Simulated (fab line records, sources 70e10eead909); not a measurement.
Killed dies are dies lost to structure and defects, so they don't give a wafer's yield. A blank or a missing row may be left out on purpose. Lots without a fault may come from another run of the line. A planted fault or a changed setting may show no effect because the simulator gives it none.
fab line records | flow nand_harc
record lots=11 wafers=33 last_day=25
route steps=1159 shown A_SLIT@793 A_WL_FILL@824 END@1159
lots that met no fault: from a run of the same line without faults
start_h: hours from the record's first day to the start of the lot's first wafer shown | wait_h: hours since the lot's step before | " the same as in the row above | L1.1+2: a row that stands for several wafers | - no value, or no start given | * or withheld: withheld | < > ~ a bound
route shown NAME@n: a module of which the file shows steps, and the number in the route of the first | usual: mean/standard deviation of fault-free wafers | same: alike in all rows | chamber/n: place in a boat | sites: the reading at each site | _std_site: their standard deviation | _edge_site: outer sites' mean less inner sites' | radius_mm: how far each site lies from the wafer's centre | mask NAME#n: copy n | behind: the tool/chamber that last shaped the wafer | hold: why the lot was held/for how many hours/how that ended | device: the transistor (n, p or np) that didn't switch | end of line: the same wafers' tests at the end of the route | a step without rows: its recipe alone | killed: dies lost to structure and defects at the first sort, not the wafer's yield | map: a wafer's dies, x killed, . not, _ none there
set.NAME: the setting as run; set.NAME@STEP: as run at that earlier step | model.NAME: the simulator's own value behind a step, which no gauge read
steps of the route over a sample of lots; a table a step, a row a wafer
services: from which hour (start_h, from the record's first day; less than 0 if before it) a tool's chamber was out of use, for how many hours, and why
## steps
# step NHARC_A_SLIT_DESCUM_14
# recipe time_s=3 o2_flow_sccm=200 ar_flow_sccm=0 bias_power_w=0 chemistry=O2
# usual drypump_motor_current_A=5.80/0.27 oes_product_au=1.006/0.012 rf_vpp_V=58.0/0.86 showerhead_plenum_p_Torr=1.93/0.076 throttle_valve_pct=11.312/0.01
# columns lot.wafer tool chamber start_h wait_h drypump_motor_current_A oes_product_au rf_hours_counter_h rf_vpp_V showerhead_plenum_p_Torr throttle_valve_pct
L412.2 rie_diel-09 2 326.89 0.1 6.08 0.989 4 59.1 2.00 11.299
L412.3 " 0 " " 5.51 1.005 4 55.4 1.80 11.324
L412.1 " 1 " " 5.76 0.977 4 59.1 1.99 11.319
L413.2 rie_diel-13 2 327.26 0.1 5.40 0.993 3 58.3 1.99 11.308
L413.3 " 0 " " 5.82 1.006 2 57.1 1.95 11.305
L413.4 " 1 " " 5.61 1.017 2 58.2 1.89 11.306
L415.3 rie_diel-12 2 336.52 0.1 6.14 1.008 9 57.9 1.91 11.304
L415.1 " 3 " " 5.59 0.996 9 58.3 1.99 11.299
L415.4 " 3 " " 5.60 0.991 - 57.1 1.99 11.304
L417.1 rie_diel-09 2 348.21 0.1 6.06 0.997 6 58.4 2.00 11.323
L417.4 " 0 " " 5.50 1.017 6 56.9 1.80 11.312
L417.6 " 3 " " 5.81 1.013 - 58.1 1.95 11.309
L419.1 rie_diel-12 0 367.32 0.1 5.54 0.985 9 58.2 2.06 11.322
L419.2 " 1 " " 6.22 0.990 11 56.8 1.80 11.303
L419.5 " 3 " " 5.60 1.010 - 57.0 1.99 11.319
L422.4 rie_diel-09 1 367.56 0.1 5.76 0.994 6 57.8 1.99 11.310
L422.6 " 2 " " 6.05 1.001 - 59.0 2.00 11.309
L422.5 " 3 " " 5.81 1.013 - 57.6 1.95 11.313
L426.1 rie_diel-13 3 396.42 0.1 6.03 1.017 7 57.6 1.89 11.307
L426.4 " 1 " " 5.62 1.028 8 57.8 1.89 11.298
L426.5 " 3 " " 6.04 1.004 - 58.3 1.89 11.322
L427.1 rie_diel-09 2 421.83 0.1 6.08 1.007 11 56.5 2.00 11.314
L427.3 " 0 " " 5.52 0.996 12 57.5 1.80 11.322
L427.6 " 3 " " 5.82 1.014 - 58.9 1.95 11.320
L432.4 rie_diel-09 1 440.61 0.1 5.77 0.991 0 57.7 1.99 11.320
L432.2 " 0 " " 5.50 0.999 0 56.9 1.80 11.317
L432.5 " 1 " " 5.77 0.998 - 57.5 1.99 11.315
L434.2 rie_diel-13 3 440.80 0.1 6.02 1.008 10 57.6 1.89 11.317
L434.1 " 1 " " 5.63 1.017 12 59.1 1.89 11.326
L434.6 " 2 " " 5.38 0.993 - 57.4 1.98 11.309
L435.3 rie_diel-12 3 461.17 0.1 5.60 1.017 7 58.5 1.99 11.313
L435.6 " 3 " " 5.59 1.015 - 59.0 1.99 11.321
L435.4 " 0 " " 5.57 1.008 - 58.0 2.06 11.304
# step NHARC_A_SLIT_ETCH_15
# recipe target_depth_a=32000 over_etch_frac=0.3 time_s=832 ion_energy_ev=150 o2_flow_sccm=400 cos_flow_sccm=20 ar_flow_sccm=0 rf_w=500 bias_w=300 chemistry=O2/COS
# usual bias_w=299.9/0.92 drypump_motor_current_A=5.80/0.27 oes_product_au=1.006/0.011 rf_vpp_V=314.6/1.9 showerhead_plenum_p_Torr=3.15/0.12 throttle_valve_pct=28.330/0.0085
# same over_etch_frac=0.3
# columns lot.wafer tool chamber start_h wait_h bias_w drypump_motor_current_A oes_product_au rf_hours_counter_h rf_vpp_V showerhead_plenum_p_Torr throttle_valve_pct
L412.3 rie_diel-09 1 - - 300.5 5.74 0.978 4 314.9 3.24 28.332
L412.2 " 2 " " 300.3 6.03 0.980 4 314.2 3.25 28.338
L412.1 " 3 " " 300.1 5.81 1.004 5 314.5 3.18 28.329
L413.2 rie_diel-13 1 - - 299.7 5.60 1.019 3 313.8 3.08 28.342
L413.3 " 2 " " 298.4 5.38 0.996 3 316.2 3.23 28.335
L413.4 " 0 " " 299.8 5.86 1.004 2 313.8 3.18 28.326
L415.1 rie_diel-12 1 - - 301.9 6.18 1.017 10 311.4 2.95 28.332
L415.3 " 3 " " 299.4 5.58 1.004 9 315.3 3.24 28.330
L415.4 " 2 " " 300.6 6.22 1.012 - 314.3 3.11 28.323
L417.4 rie_diel-09 3 - - 299.7 5.85 1.013 6 315.2 3.18 28.324
L417.1 " 0 " " 299.1 5.52 1.001 6 311.6 2.95 28.336
L417.6 " 0 " " 298.9 5.51 1.011 - 310.6 2.94 28.328
L419.2 rie_diel-12 1 - - 299.3 6.23 0.993 11 312.7 2.95 28.340
L419.1 " 2 " " 301.0 6.18 0.997 11 314.0 3.11 28.333
L419.5 " 1 " " 299.6 6.21 0.999 - 312.0 2.95 28.333
L422.4 rie_diel-09 0 - - 300.0 5.51 1.009 7 312.0 2.94 28.340
L422.6 " 1 " " 300.2 5.76 1.010 - 316.7 3.24 28.328
L422.5 " 2 " " 299.2 6.03 0.995 - 316.5 3.25 28.327
L426.4 rie_diel-13 0 - - 298.5 5.89 1.006 7 315.7 3.18 28.338
L426.1 " 1 " " 299.3 5.63 1.032 8 311.4 3.08 28.320
L426.5 " 1 " " 299.1 5.60 1.019 - 312.6 3.08 28.319
L427.1 rie_diel-09 2 - - 300.1 6.10 1.001 12 315.5 3.25 28.318
L427.3 " 0 " " 300.6 5.51 0.997 13 311.1 2.94 28.338
L427.6 " 2 " " 301.2 6.07 0.998 - 316.9 3.25 28.326
L432.2 rie_diel-09 3 - - 300.1 5.82 1.013 0 315.1 3.17 28.321
L432.4 " 2 " " 300.7 6.08 0.998 0 318.0 3.25 28.326
L432.5 " 0 " " 299.2 5.52 1.001 - 312.0 2.94 28.342
L434.2 rie_diel-13 2 - - 299.3 5.38 0.983 11 316.5 3.23 28.328
L434.1 " 3 " " 300.8 6.04 0.996 10 314.0 3.09 28.332
L434.6 " 3 " " 299.4 6.01 0.999 - 314.6 3.09 28.339
L435.3 rie_diel-12 3 - - 299.2 5.59 1.017 7 315.9 3.24 28.327
L435.6 " 2 " " 299.9 6.15 1.023 - 314.8 3.11 28.334
L435.4 " 0 " " 300.7 5.56 1.016 - 317.8 3.35 28.341
# step NHARC_A_WL_FILL_STRIP_29
# recipe time_s=20 o2_flow_sccm=500 ar_flow_sccm=0 bias_w=0 chemistry=O2
# usual drypump_motor_current_A=5.9/0.54 oes_product_au=1.003/0.014 rf_vpp_V=58.0/0.99 showerhead_plenum_p_Torr=3.58/0.15 throttle_valve_pct=17.037/0.0089
# same bias_w=0
# columns lot.wafer tool chamber start_h wait_h drypump_motor_current_A oes_product_au rf_hours_counter_h rf_vpp_V showerhead_plenum_p_Torr throttle_valve_pct
L413.4 rie_diel-06 3 356.54 0.1 5.4 1.009 3.7 58.3 3.72 17.038
L413.2 " 0 " " 6.7 0.978 3.5 59.2 3.49 17.035
L413.3 " 1 " " 5.5 0.998 3.6 56.3 3.33 17.034
L412.1 rie_diel-11 0 356.91 0.1 6.3 1.010 12.9 56.7 3.55 17.031
L412.3 " 1 " " 5.7 1.016 11.6 57.1 3.55 17.039
L412.2 " 2 " " 5.8 1.001 10.3 57.0 3.43 17.033
L415.4 rie_diel-06 1 362.15 0.1 5.5 1.004 3.9 55.8 3.33 17.032
L415.1 " 2 " " 6.6 1.005 4.1 58.7 3.78 17.029
L415.3 " 0 " " 6.7 0.975 3.8 57.7 3.49 17.048
L417.4 rie_diel-10 2 377.89 0.1 6.5 0.990 0.3 58.9 3.54 17.034
L417.1 " 1 " " 5.0 0.997 0.3 57.8 3.38 17.030
L417.6 " 3 " " 5.7 0.997 - 58.5 3.66 17.050
L419.1 rie_diel-11 3 393.28 0.1 5.3 1.006 2.2 58.9 3.74 17.037
L419.2 " 2 " " 5.8 1.009 1.9 58.5 3.43 17.039
L419.5 " 3 " " 5.3 1.013 - 59.7 3.74 17.056
L422.4 rie_diel-11 2 395.72 0.1 5.8 0.996 1.9 57.3 3.43 17.022
L422.5 " 0 " " 6.3 1.015 - 58.3 3.55 17.026
L422.6 " 1 " " 5.7 1.012 - 59.7 3.55 17.040
L426.4 rie_diel-10 1 422.58 0.1 5.0 0.992 1.5 58.3 3.38 17.042
L426.1 " 2 " " 6.5 0.991 1.6 56.9 3.54 17.037
L426.5 " 1 " " 5.0 0.993 - 56.7 3.38 17.030
L427.3 rie_diel-11 3 452.11 0.1 5.3 1.009 4.7 57.4 3.74 17.032
L427.1 " 2 " " 5.9 1.006 4.5 58.1 3.43 17.030
L427.6 " 0 " " 6.3 1.021 - 58.7 3.55 17.033
L432.2 rie_diel-11 1 470.90 0.1 5.7 0.984 5.1 57.8 3.55 17.044
L432.4 " 2 " " 5.8 1.010 5.3 55.8 3.43 17.043
L432.5 " 1 " " 5.7 0.977 - 58.4 3.55 17.036
L434.2 rie_diel-10 1 475.06 0.1 5.0 0.987 2.5 56.7 3.38 17.025
L434.1 " 2 " " 6.5 0.998 2.6 58.0 3.53 17.028
L434.6 " 0 " " 6.1 1.007 - 58.8 3.74 17.056
L435.4 rie_diel-06 2 487.75 0.1 6.6 1.008 1.9 57.0 3.78 17.046
L435.3 " 3 " " 5.4 1.017 1.9 57.6 3.71 17.029
L435.6 " 2 " " 6.6 1.007 - 58.7 3.78 17.046
# step NHARC_A_WL_FILL_ALD_19
# recipe target_thk_a=20 pulse_time_s=3 ald_cycles=100 temp_c=450 material=TiN
# usual heater_power_w=1078/120 precursor_pulse_height_rel=1.003/0.02
# columns lot.wafer tool chamber start_h wait_h heater_power_w precursor_pulse_height_rel
L413.2 ald_metal-01 2 361.96 0.1 953 0.991
L413.4 " 3 " " 1198 0.985
L413.3 " 0 " " 1229 1.019
L412.2 ald_metal-03 2 361.97 0.1 1297 1.013
L412.1 " 0 " " 1178 1.051
L412.3 " 1 " " 984 1.034
L415.3 ald_metal-04 1 367.81 0.1 882 1.012
L415.1 " 2 " " 1106 1.028
L415.4 " 3 " " 1017 1.046
L417.1 ald_metal-01 3 383.28 0.1 1147 1.011
L417.4 " 0 " " 1220 1.015
L417.6 " 2 " " 951 1.008
L419.1 ald_metal-01 1 399.01 0.1 1086 0.998
L419.2 " 3 " " 1202 0.990
L419.5 " 2 " " 943 1.019
L422.4 ald_metal-04 2 399.07 0.2 1075 1.024
L422.5 " 3 " " 1009 0.971
L422.6 " 0 " " 1035 1.000
L426.4 ald_metal-04 1 428.28 0.1 914 0.983
L426.1 " 3 " " 991 1.006
L426.5 " 2 " " 1045 1.025
L427.3 ald_metal-04 0 457.85 0.1 1008 1.012
L427.1 " 1 " " 897 0.999
L427.6 " 3 " " 987 1.019
L432.2 ald_metal-04 1 476.28 0.1 890 0.999
L432.4 " 3 " " 1018 0.997
L432.5 " 1 " " 894 1.019
L434.1 ald_metal-03 0 479.45 0.1 1198 1.011
L434.2 " 1 " " 997 0.994
L434.6 " 0 " " 1203 1.008
L435.3 ald_metal-03 3 493.00 0.1 1187 0.990
L435.4 " 0 " " 1170 1.018
L435.6 " 3 " " 1138 0.991
# step NHARC_END_SORT_01
# recipe temp_c=25
# usual killed_at_array=26/9.1 killed_at_other=0.7/0.9 killed_at_periphery=3.6/2.8 killed_dies=30/9.2 killed_open=3.0/1.9 killed_short=2.0/1.4
# same gross_dies=677
# columns lot.wafer tool chamber start_h wait_h killed_at_array killed_at_other killed_at_periphery killed_dies killed_open killed_short
L432.2 prober-02 0 589.68 2.8 102 1 0 103 2 0
L432.4 prober-02 0 591.28 3.4 87 0 0 87 2 3
L432.5 prober-02 0 592.08 3.7 99 1 1 101 1 2
# killed by level:class
L432.2 A_WL_FILL:unspecified=67 A_CHANNEL_HOLE_D1:chamber_film_flake=19 A_SLIT:chamber_film_flake=6 A_CONTACT:chamber_film_flake=5 A_WL_FILL:chamber_film_flake=3 A_BLC:geometric_particle:open=2 THIN_TSV:chamber_film_flake=1
L432.4 A_WL_FILL:unspecified=54 A_CHANNEL_HOLE_D1:chamber_film_flake=19 A_SLIT:chamber_film_flake=4 A_WL_FILL:geometric_particle:short=3 A_CONTACT:chamber_film_flake=3 A_ONON_D1:geometric_particle:open=1 A_CHANNEL_FILL_D1:geometric_particle:open=1 A_ZERO_WELL:chamber_film_flake=1
L432.5 A_WL_FILL:unspecified=68 A_CHANNEL_HOLE_D1:chamber_film_flake=17 A_SLIT:chamber_film_flake=4 A_CONTACT:chamber_film_flake=4 A_WL_FILL:chamber_film_flake=3 A_CHANNEL_FILL_D1:geometric_particle:short=1 A_WL_FILL:geometric_particle:open=1 P_GATE:chamber_film_flake=1
## services
# columns tool chamber start_h hours kind
ald_metal-03 - 305.52 0.6 repair
ald_metal-03 - 309.16 0.6 repair
rie_diel-10 2 319.30 9.8 repair
rie_diel-13 - 322.82 0.3 repair
rie_diel-12 2 328.88 5.3 repair
rie_diel-12 0 330.98 8.2 repair
rie_diel-09 - 334.00 0.5 repair
ald_metal-04 3 341.42 3.3 repair
rie_diel-12 0 352.46 4.8 repair
rie_diel-11 - 366.50 9.0 pm
rie_diel-11 0 378.64 8.6 repair
rie_diel-12 - 379.44 9.0 pm
rie_diel-11 1 402.58 2.2 repair
ald_metal-04 - 406.00 10.0 pm
rie_diel-12 1 419.44 3.3 repair
rie_diel-13 0 422.28 4.6 repair
rie_diel-09 - 431.10 9.0 pm
rie_diel-13 0 439.06 12.5 repair
rie_diel-13 - 453.00 9.0 pm
ald_metal-04 - 456.76 0.4 repair
rie_diel-12 1 456.94 6.9 repair
ald_metal-04 - 465.79 0.9 repair
rie_diel-11 3 483.62 17.8 repair
rie_diel-11 1 492.55 4.6 repair
## key
first_sign step=NHARC_END_SORT_01 reading=killed_at_array direction=up sigmas=7.7 usual=26 struck=96
effect step=NHARC_END_SORT_01 reading=killed_dies direction=up sigmas=7.2 usual=30 struck=97
more_kills_born_at NHARC_A_WL_FILL_ALD_19@ald_metal-04=189
met_at NHARC_A_WL_FILL_ALD_19
struck_lots L432
tester_left_out L432
not_acting_at NHARC_A_SLIT_DESCUM_14,NHARC_A_SLIT_ETCH_15,NHARC_A_WL_FILL_STRIP_29
onset_between 457.85 476.28
fault kind=chamber_particle_source tool=ald_metal-04 chamber=- onset_h=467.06 steps=NHARC_A_WL_FILL_ALD_19 rate_per_visit_cm2=0.3811 end_h=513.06
# tester_left_out: of these lots the tester's yield and bins aren't shown, on N5 and GAA mostly nor the transistor test; their killed dies are dies lost to structure and defects alone, not to doping, threshold or leakage, so they don't give the yield
